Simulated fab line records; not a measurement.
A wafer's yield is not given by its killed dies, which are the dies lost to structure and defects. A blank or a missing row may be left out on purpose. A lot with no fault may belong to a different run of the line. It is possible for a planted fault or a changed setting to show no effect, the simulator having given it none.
Split-lot trial    flow n5Finfet    on a route of 1938 steps: 7 lots, 21 wafers read

== SPLIT DETAILS ==
At N5_BEOL_M11_DESCUM_16 (chemistry O2, time 7.9 s), the setting timeS was moved away from the recipe's 7.9 s on 10 of the 21 wafers read, by -15.6% to +18.2%. For the rest of the wafers, this setting stayed at what the recipe calls for.

Between the split and the reading, the file records no step.

== THE READING ==
CAR-ArF_of_BEOL_M11_COAT_05.thkNm (the simulator's own value, which no gauge read), in nm, at N5_BEOL_M11_ETCH_61 (etches SiARC in CF4, target depth 39 nm, time 65 s). The file does not state a usual value for it. Here, 11 wafers ran the recipe; their average is 55.5 nm with a standard deviation of 0.32 nm.

wafer   tool, chamber at the split  timeS as run, s  against the recipe  CAR-ArF_of_BEOL_M11_COAT_05.thkNm, nm  against lot-mates on the recipe
L076.2  rieDiel-02, 3               6.666            -15.6%              56.4                                   no lot-mate on the recipe
L076.4  rieDiel-02, 3               6.666            -15.6%              56.2                                   no lot-mate on the recipe
L076.6  rieDiel-02, 2               6.666            -15.6%              56.6                                   no lot-mate on the recipe
L082.1  rieDiel-06, 2,1             7.9              recipe              55.8                                   -
L082.2  rieDiel-06, 2,1             7.9              recipe              55.8                                   -
L082.4  rieDiel-06, 3               9.213            +16.6%              55                                     -0.8
L085.2  rieDiel-02, 0,1             7.9              recipe              55.2                                   -
L085.3  rieDiel-02, 0,1             7.9              recipe              55                                     -
L085.5  rieDiel-02, 3               9.256            +17.2%              54.4                                   -0.7
L090.1  rieDiel-02, 2,0             7.9              recipe              55.6                                   -
L090.2  rieDiel-02, 2,0             7.9              recipe              55.6                                   -
L090.6  rieDiel-02, 3               9.338            +18.2%              54.6                                   -1.0
L091.1  rieDiel-06, 0               7.338            -7.1%               56                                     no lot-mate on the recipe
L091.4  rieDiel-06, 3,2             7.338            -7.1%               55.8                                   no lot-mate on the recipe
L091.5  rieDiel-06, 3,2             7.338            -7.1%               55.8                                   no lot-mate on the recipe
L096.3  rieDiel-01, 3,3,2           7.9              recipe              55                                     -
L096.5  rieDiel-01, 3,3,2           7.9              recipe              55.2                                   -
L096.6  rieDiel-01, 3,3,2           7.9              recipe              55.2                                   -
L095.4  rieDiel-01, 2,1             7.9              recipe              55.8                                   -
L095.6  rieDiel-01, 2,1             7.9              recipe              55.8                                   -
L095.5  rieDiel-01, 0               8.511            +7.7%               55.4                                   -0.4
If several chambers appear in one row, that row covers several wafers at once and the file leaves open which wafer was in which chamber.

THE FIT
A straight line over all 21 wafers: CAR-ArF_of_BEOL_M11_COAT_05.thkNm changes by -0.0511 nm for each +1% of timeS; r = -0.87; the points scatter about the line by 0.29 nm.
The same after taking each lot's own level away (the mean of its wafers on the recipe; 15 wafers): -0.0484 nm for each +1%; r = -0.98; scatter 0.078 nm.
On that fit, the largest move of timeS shifts the reading by 0.88 nm.
The lots' own levels span 55.10 to 55.80 nm, that is 2.2 times the standard deviation above.
Consequently the slope shifts little with the lot-to-lot level, the two slopes agreeing.
Check: with one of the wafers moved furthest among these (+18.2%) left out of the fit, the line predicts -0.819 nm for it against its lot-mates. Against them it came out at -1 nm.

== THESE WAFERS: OTHER SPLITS ==
Other splits were also applied to these wafers ahead of the reading. Each is held against what the fit with the lots' levels taken away leaves over:
other split on the same wafers   wafers away from the commonest value  r with CAR-ArF_of_BEOL_M11_COAT_05.thkNm (lot level and that fit taken away)
N5_BEOL_M8_PECVD_70 tempC        7                                     -0.32
N5_BEOL_M9_COAT_05 spinRpm       5                                     +0.21
N5_BEOL_M9_TRENCH_ETCH_37 timeS  9                                     -0.34
N5_BEOL_M9_ALD_74 aldCycles      7                                     -0.16

== THE WHOLE CHAIN: every reading that the file lists as answering this split, in the file's order ==
step                   what it does                                        reading                                                                             change (the file's fit)                 r (the file's)
N5_BEOL_M11_DESCUM_16  chemistry O2, time 7.9 s                            CAR-ArF_of_BEOL_M11_COAT_05.thkNm (the simulator's own value, which no gauge read)  -0.0464 nm for each +1% of the setting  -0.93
N5_BEOL_M11_ETCH_61    etches SiARC in CF4, target depth 39 nm, time 65 s  CAR-ArF_of_BEOL_M11_COAT_05.thkNm (the simulator's own value, which no gauge read)  -0.0484 nm for each +1% of the setting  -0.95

== FILE'S OWN FIT ==
CAR-ArF_of_BEOL_M11_COAT_05.thkNm changes by -0.0484 nm for each +1% of timeS, r = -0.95.
